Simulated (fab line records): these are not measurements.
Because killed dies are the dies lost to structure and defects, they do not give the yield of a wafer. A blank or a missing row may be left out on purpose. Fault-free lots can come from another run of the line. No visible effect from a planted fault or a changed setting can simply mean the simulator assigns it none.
fab line records -- flow n5_finfet
record: lots: 7, wafers: 39
route steps=1938 shown PMOS_HMC_CHANNEL_EPI@64 DUMMY_GATE@234 MOL_CONTACT_COAG@616 BEOL_M1@838 BEOL_M3@980
start_h: hours from the record's opening day to when the first of the lot's shown wafers began -- wait_h: hours elapsed since this lot's preceding step -- " unchanged from the row above -- L1.1+2: a single row standing in for several wafers -- - either no value or no given start -- * or withheld: withheld -- < > ~ a bound
route shown NAME@n: a module of which the file shows steps, and the number in the route of the first -- usual: mean and standard deviation over wafers with no fault -- same: alike in all rows -- chamber/n: place in a boat -- sites: readings site by site -- _std_site: the values' standard deviation -- _edge_site: mean of outer sites minus mean of inner sites -- radius_mm: for every site, how far away it sits from the centre of the wafer -- mask NAME#n: copy n -- behind: the tool/chamber that last shaped the wafer -- hold: what put the lot on hold/how long, in hours/how the hold closed -- device: transistor that didn't switch, given as n, p or np -- end of line: the same wafers' tests at the end of the route -- where a step has no rows: the recipe by itself -- killed: dies that structure and defects cost at the first sort, which is not the same as the wafer's yield -- map: the dies of a wafer, with x for killed, . for not killed, _ for no die there
set.NAME: the setting that was run; set.NAME@STEP: the one run at that earlier step -- model.NAME: the simulator's own value behind a step, which no gauge read
lots whose settings were changed on purpose; a table a step, a row a wafer
== steps ==
step: N5_PMOS_HMC_CHANNEL_EPI_DEVELOP_08
recipe: develop_time_s: 30, developer: TMAH, resist: CAR-ArF-block, dev_temp_c: 23, rinse_liquid: diw, dry: air_spin
lot.wafer,tool,chamber,start_h,wait_h,set.develop_time_s
L078.1+3+4,litho_track-02,0,-,-,23.93
L078.2+5+6,litho_track-02,0,-,-,30
L081.1+2+3,litho_track-01,0,-,-,30
L083.1+2+3+4+5+6,litho_track-05,0,-,-,30
L084.1+2+3+4+5+6,litho_track-01,0,-,-,30
L087.1+2+3+4+5+6,litho_track-05,0,-,-,30
L088.1+3+5,litho_track-05,0,-,-,43.25
L088.2+4+6,litho_track-05,0,-,-,30
L096.1+4+6,litho_track-02,0,-,-,30
L096.2+3+5,litho_track-02,0,-,-,12.24
step: N5_PMOS_HMC_CHANNEL_EPI_CD_MEAS_09
recipe: target_cd_nm: 237.4, landing_energy_ev: 500, detector: se_inlens
usual: cd_nm: 237.3/0.98
lot.wafer,tool,chamber,start_h,wait_h,set.develop_time_s@PMOS_HMC_CHANNEL_EPI_DEVELOP_08,cd_nm
L078.1,cd_sem-03,0,41.25,-,23.93,236.8
L078.2,cd_sem-03,0,41.25,-,30,239.0
L078.3,cd_sem-03,0,41.25,-,23.93,236.6
L078.4,cd_sem-03,0,41.25,-,23.93,236.7
L078.5,cd_sem-03,0,41.25,-,30,237.8
L078.6,cd_sem-03,0,41.25,-,30,239.3
L081.1,cd_sem-03,0,59.86,-,30,236.9
L081.2,cd_sem-03,0,59.86,-,30,237.2
L081.3,cd_sem-03,0,59.86,-,30,238.0
L083.1,cd_sem-01,0,72.10,-,30,237.5
L083.2,cd_sem-01,0,72.10,-,30,238.3
L083.3,cd_sem-01,0,72.10,-,30,237.5
L083.4,cd_sem-01,0,72.10,-,30,239.2
L083.5,cd_sem-01,0,72.10,-,30,238.7
L083.6,cd_sem-01,0,72.10,-,30,238.4
L084.1,cd_sem-02,0,77.62,-,30,238.1
L084.2,cd_sem-02,0,77.62,-,30,238.1
L084.3,cd_sem-02,0,77.62,-,30,236.9
L084.4,cd_sem-02,0,77.62,-,30,237.4
L084.5,cd_sem-02,0,77.62,-,30,236.1
L084.6,cd_sem-02,0,77.62,-,30,236.2
L087.1,cd_sem-01,0,95.46,-,30,236.7
L087.2,cd_sem-01,0,95.46,-,30,237.5
L087.3,cd_sem-01,0,95.46,-,30,236.2
L087.4,cd_sem-01,0,95.46,-,30,237.1
L087.5,cd_sem-01,0,95.46,-,30,238.3
L087.6,cd_sem-01,0,95.46,-,30,236.9
L088.1,cd_sem-02,0,101.75,-,43.25,239.7
L088.2,cd_sem-02,0,101.75,-,30,237.7
L088.3,cd_sem-02,0,101.75,-,43.25,239.7
L088.4,cd_sem-02,0,101.75,-,30,238.6
L088.5,cd_sem-02,0,101.75,-,43.25,239.8
L088.6,cd_sem-02,0,101.75,-,30,237.0
L096.1,cd_sem-02,0,149.17,-,30,237.0
L096.2,cd_sem-02,0,149.17,-,12.24,229.2
L096.3,cd_sem-02,0,149.17,-,12.24,230.0
L096.4,cd_sem-02,0,149.17,-,30,235.5
L096.5,cd_sem-02,0,149.17,-,12.24,229.7
L096.6,cd_sem-02,0,149.17,-,30,235.6
step: N5_PMOS_HMC_CHANNEL_EPI_DESCUM_14
recipe: chemistry: O2, time_s: 7.9, source_power_w: 50, bias_power_w: 20, pressure_mtorr: 20, rf_frequency_hz: 2.712e+07, temp_c: 40, resist: CAR-ArF-block, o2_flow_sccm: 225
lot.wafer,tool,chamber,start_h,wait_h,set.develop_time_s@PMOS_HMC_CHANNEL_EPI_DEVELOP_08,model.PMOS_HMC_CHANNEL_EPI.cd_nm
L078.1+4,rie_diel-02,"1,0",41.56,0.3,23.93,236.9
L078.2,rie_diel-02,3,41.56,0.3,30,238.5
L078.3,rie_diel-02,2,41.56,0.3,23.93,236.5
L078.5,rie_diel-02,0,41.56,0.3,30,237.6
L078.6,rie_diel-02,3,41.56,0.3,30,238.9
L081.1,rie_diel-06,1,59.94,0.0,30,236.7
L081.2,rie_diel-06,0,59.94,0.0,30,237.3
L081.3,rie_diel-06,2,59.94,0.0,30,237.5
L083.1+3,rie_diel-05,"0,3",72.22,0.1,30,237.4
L083.2,rie_diel-05,2,72.22,0.1,30,238.2
L083.4,rie_diel-05,1,72.22,0.1,30,239.2
L083.5+6,rie_diel-05,"2,1",72.22,0.1,30,238.4
L084.1,rie_diel-06,3,77.71,0.0,30,237.9
L084.2,rie_diel-06,2,77.71,0.0,30,238.1
L084.3,rie_diel-06,0,77.71,0.0,30,237
L084.4,rie_diel-06,1,77.71,0.0,30,237.3
L084.5,rie_diel-06,1,77.71,0.0,30,236.5
L084.6,rie_diel-06,0,77.71,0.0,30,236.3
L087.1,rie_diel-02,0,95.55,0.0,30,236.8
L087.2+4,rie_diel-02,"3,2",95.55,0.0,30,237.5
L087.3,rie_diel-02,1,95.55,0.0,30,236.1
L087.5,rie_diel-02,3,95.55,0.0,30,238.2
L087.6,rie_diel-02,0,95.55,0.0,30,236.9
L088.1+3,rie_diel-05,"0,2",101.84,0.0,43.25,239.6
L088.2,rie_diel-05,1,101.84,0.0,30,237.6
L088.4,rie_diel-05,3,101.84,0.0,30,238.2
L088.5,rie_diel-05,1,101.84,0.0,43.25,239.7
L088.6,rie_diel-05,0,101.84,0.0,30,237.1
L096.1,rie_diel-05,3,149.26,0.0,30,237.2
L096.2,rie_diel-05,0,149.26,0.0,12.24,229.2
L096.3,rie_diel-05,2,149.26,0.0,12.24,229.7
L096.4+6,rie_diel-05,"1,3",149.26,0.0,30,235.8
L096.5,rie_diel-05,0,149.26,0.0,12.24,230
step: N5_DUMMY_GATE_DESCUM_20
recipe: chemistry: O2, time_s: 6.2, source_power_w: 50, bias_power_w: 20, pressure_mtorr: 20, rf_frequency_hz: 2.712e+07, temp_c: 40, resist: CAR-EUV, o2_flow_sccm: 225
lot.wafer,tool,chamber,start_h,wait_h,set.time_s,model.CAR-EUV_of_DUMMY_GATE_COAT_09.thk_nm
L078.1+2+4,rie_diel-02,"2,3,0",69.98,0.3,6.2,26.4
L078.3+5+6,rie_diel-02,"1,2,3",69.98,0.3,8.63,25.2
L081.1+2+3,rie_diel-02,"2,0,3",88.74,0.0,6.2,26.4
L083.1+2+4,rie_diel-06,"1,0,3",100.84,0.1,6.2,26.4
L083.3+5+6,rie_diel-06,"2,3,0",100.84,0.1,5.05,27
L084.1,rie_diel-06,0,109.61,0.4,9.825,24.8
L084.2+4+6,rie_diel-06,"1,3,0",109.61,0.4,6.2,26.4
L084.3+5,rie_diel-06,"2,3",109.61,0.4,9.825,24.6
L087.1+2+3+4+5+6,rie_diel-06,"0,1,3,2,2,3",126.24,0.0,6.2,26.4
L088.1+2+6,rie_diel-05,"2,3,1",131.35,0.1,6.2,26.6
L088.3+4+5,rie_diel-05,"0,1,0",131.35,0.1,9.817,24.8
L096.1+4+6,rie_diel-02,"2,0,2",177.54,0.0,6.2,26.4
L096.2+3+5,rie_diel-02,"1,0,1",177.54,0.0,6.2,26.6
step: N5_DUMMY_GATE_ETCH_29
recipe: chemistry: N2/H2, target: underlayer, target_depth_a: 130, ion_energy_ev: 200, pressure_mtorr: 30, source_w: 840, bias_w: 150, n2_flow_sccm: 200, h2_flow_sccm: 200
lot.wafer,tool,chamber,start_h,wait_h,set.time_s@DUMMY_GATE_DESCUM_20,model.CAR-EUV_of_DUMMY_GATE_COAT_09.thk_nm
L078.1,rie_diel-02,2,70.04,0.0,6.2,18.6
L078.2,rie_diel-02,3,70.04,0.0,6.2,18.8
L078.3,rie_diel-02,1,70.04,0.0,8.63,17.8
L078.4,rie_diel-02,0,70.04,0.0,6.2,19
L078.5+6,rie_diel-02,"2,3",70.04,0.0,8.63,17.4
L081.1+3,rie_diel-02,"2,3",88.80,0.0,6.2,18.6
L081.2,rie_diel-02,0,88.80,0.0,6.2,19
L083.1+2,rie_diel-06,"1,0",100.90,0.0,6.2,18.8
L083.3,rie_diel-06,2,100.90,0.0,5.05,19.4
L083.4,rie_diel-06,3,100.90,0.0,6.2,19.2
L083.5+6,rie_diel-06,"3,0",100.90,0.0,5.05,19.6
L084.1+5,rie_diel-06,"0,3",109.68,0.0,9.825,17.4
L084.2,rie_diel-06,1,109.68,0.0,6.2,18.8
L084.3,rie_diel-06,2,109.68,0.0,9.825,17
L084.4,rie_diel-06,3,109.68,0.0,6.2,19.2
L084.6,rie_diel-06,0,109.68,0.0,6.2,19
L087.1+2,rie_diel-06,"0,1",126.30,0.0,6.2,19
L087.3+6,rie_diel-06,3,126.30,0.0,6.2,19.2
L087.4+5,rie_diel-06,2,126.30,0.0,6.2,18.8
L088.1,rie_diel-05,2,131.41,0.0,6.2,19
L088.2,rie_diel-05,3,131.41,0.0,6.2,19.2
L088.3+4+5,rie_diel-05,"0,1,0",131.41,0.0,9.817,17
L088.6,rie_diel-05,1,131.41,0.0,6.2,18.8
L096.1+6,rie_diel-02,2,177.60,0.0,6.2,18.6
L096.2+3+5,rie_diel-02,"1,0,1",177.60,0.0,6.2,19.2
L096.4,rie_diel-02,0,177.60,0.0,6.2,19
step: N5_DUMMY_GATE_ETCH_36
recipe: chemistry: CF4, target: SiARC, target_depth_a: 130, pressure_mtorr: 40, source_w: 545, bias_w: 36, Ar_flow_sccm: 100, cf4_flow_sccm: 100, ion_energy_ev: 80
lot.wafer,tool,chamber,start_h,wait_h,set.time_s@DUMMY_GATE_DESCUM_20,model.CAR-EUV_of_DUMMY_GATE_COAT_09.thk_nm
L078.1,rie_diel-02,2,70.08,0.0,6.2,10.8
L078.2,rie_diel-02,3,70.08,0.0,6.2,11
L078.3,rie_diel-02,1,70.08,0.0,8.63,10.4
L078.4,rie_diel-02,0,70.08,0.0,6.2,11.6
L078.5,rie_diel-02,2,70.08,0.0,8.63,9.4
L078.6,rie_diel-02,3,70.08,0.0,8.63,9.6
L081.1+3,rie_diel-02,"2,3",88.84,0.0,6.2,10.8
L081.2,rie_diel-02,0,88.84,0.0,6.2,11.8
L083.1,rie_diel-06,1,100.94,0.0,6.2,11.2
L083.2,rie_diel-06,0,100.94,0.0,6.2,11.4
L083.3,rie_diel-06,2,100.94,0.0,5.05,11.8
L083.4,rie_diel-06,3,100.94,0.0,6.2,11.8
L083.5,rie_diel-06,3,100.94,0.0,5.05,12.4
L083.6,rie_diel-06,0,100.94,0.0,5.05,12
L084.1,rie_diel-06,0,109.72,0.0,9.825,9.8
L084.2,rie_diel-06,1,109.72,0.0,6.2,11.2
L084.3,rie_diel-06,2,109.72,0.0,9.825,9.4
L084.4,rie_diel-06,3,109.72,0.0,6.2,11.8
L084.5,rie_diel-06,3,109.72,0.0,9.825,10
L084.6,rie_diel-06,0,109.72,0.0,6.2,11.4
L087.1,rie_diel-06,0,126.34,0.0,6.2,11.6
L087.2+4,rie_diel-06,"1,2",126.34,0.0,6.2,11.4
L087.3+6,rie_diel-06,3,126.34,0.0,6.2,12
L087.5,rie_diel-06,2,126.34,0.0,6.2,11.2
L088.1,rie_diel-05,2,131.45,0.0,6.2,11.2
L088.2,rie_diel-05,3,131.45,0.0,6.2,12
L088.3,rie_diel-05,0,131.45,0.0,9.817,9.4
L088.4+5,rie_diel-05,"1,0",131.45,0.0,9.817,9.2
L088.6,rie_diel-05,1,131.45,0.0,6.2,11
L096.1+6,rie_diel-02,2,177.64,0.0,6.2,10.8
L096.2+3+5,rie_diel-02,"1,0,1",177.64,0.0,6.2,11.8
L096.4,rie_diel-02,0,177.64,0.0,6.2,11.6
step: N5_MOL_CONTACT_COAG_ETCH_124
recipe: chemistry: CH3F/O2, target: SiNx, target_depth_a: 65, mask_material: SOC, stop_on: SiOC, over_etch_frac: 0.3, ion_energy_ev: 120, pressure_mtorr: 30, source_w: 395, bias_w: 73, Ar_flow_sccm: 150, CH3F_flow_sccm: 30, O2_flow_sccm: 20, ends: end_point
lot.wafer,tool,chamber,start_h,wait_h,set.target_depth_a,model.etch.depth_nm,model.SOC_of_MOL_CONTACT_COAG_COAT_62.thk_nm
L078.1,rie_diel-01,2,124.46,0.0,43.45,4.285,49.6
L078.2,rie_diel-01,3,124.46,0.0,65,4.993,48
L078.3,rie_diel-01,0,124.46,0.0,43.45,4.252,49.6
L078.4,rie_diel-01,1,124.46,0.0,65,5.01,48.4
L078.5,rie_diel-01,1,124.46,0.0,43.45,4.309,49.6
L078.6,rie_diel-01,2,124.46,0.0,65,4.985,48.4
L081.1,rie_diel-03,2,143.04,0.0,65,4.983,48.2
L081.2,rie_diel-03,0,143.04,0.0,65,4.978,48.2
L081.3,rie_diel-03,3,143.04,0.0,65,4.995,48.4
L083.1,rie_diel-03,1,155.31,0.0,65,4.976,48.2
L083.2,rie_diel-03,2,155.31,0.0,79.43,5.003,48
L083.3,rie_diel-03,3,155.31,0.0,65,5.013,48.8
L083.4,rie_diel-03,1,155.31,0.0,65,4.986,48.2
L083.5,rie_diel-03,3,155.31,0.0,79.43,5.043,48
L083.6,rie_diel-03,2,155.31,0.0,79.43,4.944,47.8
L084.1,rie_diel-03,1,161.81,0.0,33.49,3.434,49.4
L084.2,rie_diel-03,2,161.81,0.0,65,5.007,48.4
L084.3,rie_diel-03,0,161.81,0.0,65,5.005,48.4
L084.4,rie_diel-03,3,161.81,0.0,65,5.001,48.6
L084.5,rie_diel-03,3,161.81,0.0,33.49,3.262,49.8
L084.6,rie_diel-03,0,161.81,0.0,33.49,3.279,49.8
L087.1,rie_diel-03,1,178.15,0.0,65,5.014,47.6
L087.2,rie_diel-03,2,178.15,0.0,36.39,3.65,49.4
L087.3,rie_diel-03,0,178.15,0.0,36.39,3.611,49.6
L087.4,rie_diel-03,3,178.15,0.0,36.39,3.499,50
L087.5,rie_diel-03,0,178.15,0.0,65,4.999,48
L087.6,rie_diel-03,1,178.15,0.0,65,4.959,47.8
L088.1,rie_diel-03,1,187.97,0.0,83.87,5.024,46.6
L088.2,rie_diel-03,2,187.97,0.0,65,4.998,48
L088.3,rie_diel-03,3,187.97,0.0,65,5.013,48.6
L088.4,rie_diel-03,0,187.97,0.0,65,4.964,48.2
L088.5,rie_diel-03,2,187.97,0.0,83.87,4.999,47
L088.6,rie_diel-03,3,187.97,0.0,83.87,4.993,47.6
L096.1,rie_diel-04,2,238.93,0.0,65,4.975,48.6
L096.2,rie_diel-04,0,238.93,0.0,65,4.992,48.2
L096.3,rie_diel-04,3,238.93,0.0,65,5.033,48.4
L096.4,rie_diel-04,1,238.93,0.0,53.06,5.023,48.4
L096.5,rie_diel-04,0,238.93,0.0,53.06,4.997,48.4
L096.6,rie_diel-04,3,238.93,0.0,53.06,5.003,48.8
step: N5_BEOL_M1_DEP_57
recipe: material: SiCN, target_thk_a: 80, temp_c: withheld, precursor: 3MS/NH3, pressure_torr: 3, rf_w: 202, time_s: 14
lot.wafer,tool,chamber,start_h,wait_h,set.target_thk_a,model.SiCN_of_BEOL_M1_DEP_57.thk_nm
L078.1,pecvd-02,1,157.01,0.0,120.6,11.8
L078.2,pecvd-02,2,157.01,0.0,80,8
L078.3,pecvd-02,0,157.01,0.0,120.6,12.2
L078.4,pecvd-02,1,157.01,0.0,120.6,12
L078.5+6,pecvd-02,"0,2",157.01,0.0,80,8.2
L081.1,pecvd-04,2,172.23,0.0,80,8
L081.2+3,pecvd-04,"0,1",172.23,0.0,80,7.8
L083.1+6,pecvd-04,"2,0",185.79,0.0,80,8
L083.2,pecvd-04,0,185.79,0.0,110.6,11
L083.3,pecvd-04,1,185.79,0.0,80,7.8
L083.4,pecvd-04,2,185.79,0.0,110.6,11.2
L083.5,pecvd-04,1,185.79,0.0,110.6,10.8
L084.1,pecvd-04,1,193.14,0.0,80,8
L084.2+4+5,pecvd-04,"0,1,0",193.14,0.0,124.4,12.6
L084.3+6,pecvd-04,2,193.14,0.0,80,8.4
L088.1+5,pecvd-03,"1,2",230.59,0.0,103.3,10.6
L088.2,pecvd-03,2,230.59,0.0,103.3,10.4
L088.3,pecvd-03,0,230.59,0.0,80,8
L088.4+6,pecvd-03,"1,0",230.59,0.0,80,8.4
L087.1+2,pecvd-03,"0,2",239.54,0.0,80,7.8
L087.3+4+5+6,pecvd-03,"1,2,0,1",239.54,0.0,80,8.2
L096.1,pecvd-02,0,272.42,0.0,60.45,6
L096.2,pecvd-02,1,272.42,0.0,60.45,5.8
L096.3+4,pecvd-02,2,272.42,0.0,80,8.2
L096.5,pecvd-02,0,272.42,0.0,80,8
L096.6,pecvd-02,1,272.42,0.0,60.45,6.2
step: N5_BEOL_M3_TRENCH_ETCH_37
recipe: chemistry: C4F6/O2, target_depth_a: 555.55, target: SiOC, time_s: 29.2, ion_energy_ev: 250, pressure_mtorr: 30, source_w: 355, bias_w: 185, Ar_flow_sccm: 300, C4F6_flow_sccm: 10, O2_flow_sccm: 10
lot.wafer,tool,chamber,start_h,wait_h,set.time_s,model.etch.depth_nm,model.BEOL_M3.feature_depth_nm,model.TiN_of_BEOL_M3_HM_DEP_02.thk_nm
L078.1,rie_diel-05,2,-,-,29.2,57.04,57,17.8
L078.2,rie_diel-05,0,-,-,29.2,56.35,56.4,17.8
L078.3,rie_diel-05,3,-,-,29.2,53.75,53.8,17.8
L078.4,rie_diel-05,1,-,-,29.2,56.16,56.2,17.6
L078.5,rie_diel-05,1,-,-,29.2,56.01,56,18
L078.6,rie_diel-05,0,-,-,29.2,56.19,56.2,17.8
L081.1,rie_diel-05,2,-,-,29.2,56.42,56.4,17.8
L081.2,rie_diel-05,0,-,-,29.2,56.19,56.2,17.4
L081.3,rie_diel-05,3,-,-,29.2,53.72,53.8,17.6
L083.1,rie_diel-05,1,-,-,29.2,56.38,56.4,17.8
L083.2,rie_diel-05,0,-,-,29.2,56.57,56.6,18
L083.3,rie_diel-05,2,-,-,29.2,56.76,56.8,18.2
L083.4,rie_diel-05,2,-,-,29.2,57.6,57.6,18
L083.5,rie_diel-05,0,-,-,29.2,56.53,56.6,17.8
L083.6,rie_diel-05,1,-,-,29.2,56.76,56.8,18
L084.1,rie_diel-05,0,-,-,29.2,56.63,56.6,17.4
L084.2,rie_diel-05,1,-,-,21.08,40.35,40.4,18
L084.3,rie_diel-05,3,-,-,29.2,55.05,55,17.6
L084.4,rie_diel-05,2,-,-,29.2,56.7,56.8,17.4
L084.5,rie_diel-05,0,-,-,21.08,40.84,40.8,18.2
L084.6,rie_diel-05,1,-,-,21.08,40.56,40.6,18
L088.1,rie_diel-06,0,-,-,29.2,56.01,56,17.8
L088.2,rie_diel-06,3,-,-,40.12,72.7,72.6,17.2
L088.3,rie_diel-06,2,-,-,40.12,74.99,75,17.2
L088.4,rie_diel-06,1,-,-,29.2,54.31,54.4,17.8
L088.5,rie_diel-06,2,-,-,40.12,75.42,75.4,17.2
L088.6,rie_diel-06,1,-,-,29.2,54.84,54.8,18
L087.1,rie_diel-02,2,-,-,29.2,55.31,55.4,17.8
L087.2,rie_diel-02,1,-,-,44.18,81.57,81.6,16.8
L087.3,rie_diel-02,3,-,-,29.2,56.7,56.8,17.8
L087.4,rie_diel-02,0,-,-,44.18,82.04,82,16.4
L087.5,rie_diel-02,1,-,-,29.2,54.23,54.2,17.8
L087.6,rie_diel-02,2,-,-,44.18,83.59,83.6,16.6
L096.1,rie_diel-05,3,-,-,20.06,38.01,38,18.2
L096.2,rie_diel-05,1,-,-,20.06,38.28,38.2,18.4
L096.3,rie_diel-05,0,-,-,29.2,55.13,55.2,17.8
L096.4,rie_diel-05,2,-,-,20.06,38.69,38.6,18.4
L096.5,rie_diel-05,3,-,-,29.2,55.85,55.8,17.6
L096.6,rie_diel-05,2,-,-,29.2,56.34,56.4,17.4
step: N5_BEOL_M3_ETCH_41
recipe: chemistry: CH3F/O2, target: SiCN, target_depth_a: 299, taper_deg: 2, time_s: 52.5, ion_energy_ev: 120, mask_material: TiN, pressure_mtorr: 30, source_w: 395, bias_w: 75, Ar_flow_sccm: 150, CH3F_flow_sccm: 30, O2_flow_sccm: 20
step: N5_BEOL_M3_STRIP_97
recipe: chemistry: N2/H2, time_s: 10, power_w: 450, temp_c: 40, pressure_mtorr: 20, rf_frequency_hz: 6e+07, bias_power_w: 7, n2_flow_sccm: 200, h2_flow_sccm: 200
step: N5_BEOL_M3_OCD_MEAS_38
usual: trench_depth_nm: 55.3/1.1
lot.wafer,tool,chamber,start_h,wait_h,set.time_s@BEOL_M3_TRENCH_ETCH_37,trench_depth_nm
L078.1,ocd-02,-,175.34,-,29.2,56.3
L078.2,ocd-02,-,175.34,-,29.2,56.2
L078.3,ocd-02,-,175.34,-,29.2,53.5
L078.4,ocd-02,-,175.34,-,29.2,56.5
L078.5,ocd-02,-,175.34,-,29.2,56.2
L078.6,ocd-02,-,175.34,-,29.2,56.2
L081.1,ocd-02,-,188.79,-,29.2,56.6
L081.2,ocd-02,-,188.79,-,29.2,56.6
L081.3,ocd-02,-,188.79,-,29.2,53.3
L083.1,ocd-01,-,236.37,-,29.2,56.1
L083.2,ocd-01,-,236.37,-,29.2,56.1
L083.3,ocd-01,-,236.37,-,29.2,56.5
L083.4,ocd-01,-,236.37,-,29.2,57.7
L083.5,ocd-01,-,236.37,-,29.2,56.7
L083.6,ocd-01,-,236.37,-,29.2,57.1
L084.1,ocd-02,-,239.73,-,29.2,56.5
L084.2,ocd-02,-,239.73,-,21.08,40.0
L084.3,ocd-02,-,239.73,-,29.2,55.1
L084.4,ocd-02,-,239.73,-,29.2,57.4
L084.5,ocd-02,-,239.73,-,21.08,41.1
L084.6,ocd-02,-,239.73,-,21.08,40.4
L088.1,ocd-02,-,262.01,-,29.2,55.6
L088.2,ocd-02,-,262.01,-,40.12,72.9
L088.3,ocd-02,-,262.01,-,40.12,75.0
L088.4,ocd-02,-,262.01,-,29.2,54.5
L088.5,ocd-02,-,262.01,-,40.12,75.6
L088.6,ocd-02,-,262.01,-,29.2,54.9
L087.1,ocd-01,-,267.18,-,29.2,55.4
L087.2,ocd-01,-,267.18,-,44.18,81.4
L087.3,ocd-01,-,267.18,-,29.2,56.5
L087.4,ocd-01,-,267.18,-,44.18,82.0
L087.5,ocd-01,-,267.18,-,29.2,53.9
L087.6,ocd-01,-,267.18,-,44.18,83.2
L096.1,ocd-02,-,314.85,-,20.06,38.1
L096.2,ocd-02,-,314.85,-,20.06,38.7
L096.3,ocd-02,-,314.85,-,29.2,55.2
L096.4,ocd-02,-,314.85,-,20.06,38.7
L096.5,ocd-02,-,314.85,-,29.2,55.8
L096.6,ocd-02,-,314.85,-,29.2,56.5
== key ==
split: step: N5_PMOS_HMC_CHANNEL_EPI_DEVELOP_08, setting: develop_time_s, stated: 30, by: wafer
response: step: N5_PMOS_HMC_CHANNEL_EPI_CD_MEAS_09, reading: cd_nm, change: +0.0865, per: 1%, r: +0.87
response: step: N5_PMOS_HMC_CHANNEL_EPI_DESCUM_14, reading: model.PMOS_HMC_CHANNEL_EPI.cd_nm, change: +0.0873, per: 1%, r: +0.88
split: step: N5_DUMMY_GATE_DESCUM_20, setting: time_s, stated: 6.2, by: wafer
response: step: N5_DUMMY_GATE_DESCUM_20, reading: model.CAR-EUV_of_DUMMY_GATE_COAT_09.thk_nm, change: -0.0304, per: 1%, r: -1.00
response: step: N5_DUMMY_GATE_ETCH_29, reading: model.CAR-EUV_of_DUMMY_GATE_COAT_09.thk_nm, change: -0.032, per: 1%, r: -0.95
response: step: N5_DUMMY_GATE_ETCH_36, reading: model.CAR-EUV_of_DUMMY_GATE_COAT_09.thk_nm, change: -0.0332, per: 1%, r: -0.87
split: step: N5_MOL_CONTACT_COAG_ETCH_124, setting: target_depth_a, stated: 65, by: wafer
response: step: N5_MOL_CONTACT_COAG_ETCH_124, reading: model.etch.depth_nm, change: +0.0237, per: 1%, r: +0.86
response: step: N5_MOL_CONTACT_COAG_ETCH_124, reading: model.SOC_of_MOL_CONTACT_COAG_COAT_62.thk_nm, change: -0.0329, per: 1%, r: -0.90
split: step: N5_BEOL_M1_DEP_57, setting: target_thk_a, stated: 80, by: wafer
response: step: N5_BEOL_M1_DEP_57, reading: model.SiCN_of_BEOL_M1_DEP_57.thk_nm, change: +0.0785, per: 1%, r: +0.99
split: step: N5_BEOL_M3_TRENCH_ETCH_37, setting: time_s, stated: 29.2, by: wafer
response: step: N5_BEOL_M3_TRENCH_ETCH_37, reading: model.etch.depth_nm, change: +0.533, per: 1%, r: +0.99
response: step: N5_BEOL_M3_TRENCH_ETCH_37, reading: model.BEOL_M3.feature_depth_nm, change: +0.533, per: 1%, r: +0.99
response: step: N5_BEOL_M3_TRENCH_ETCH_37, reading: model.TiN_of_BEOL_M3_HM_DEP_02.thk_nm, change: -0.0218, per: 1%, r: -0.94
response: step: N5_BEOL_M3_OCD_MEAS_38, reading: trench_depth_nm, change: +0.535, per: 1%, r: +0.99
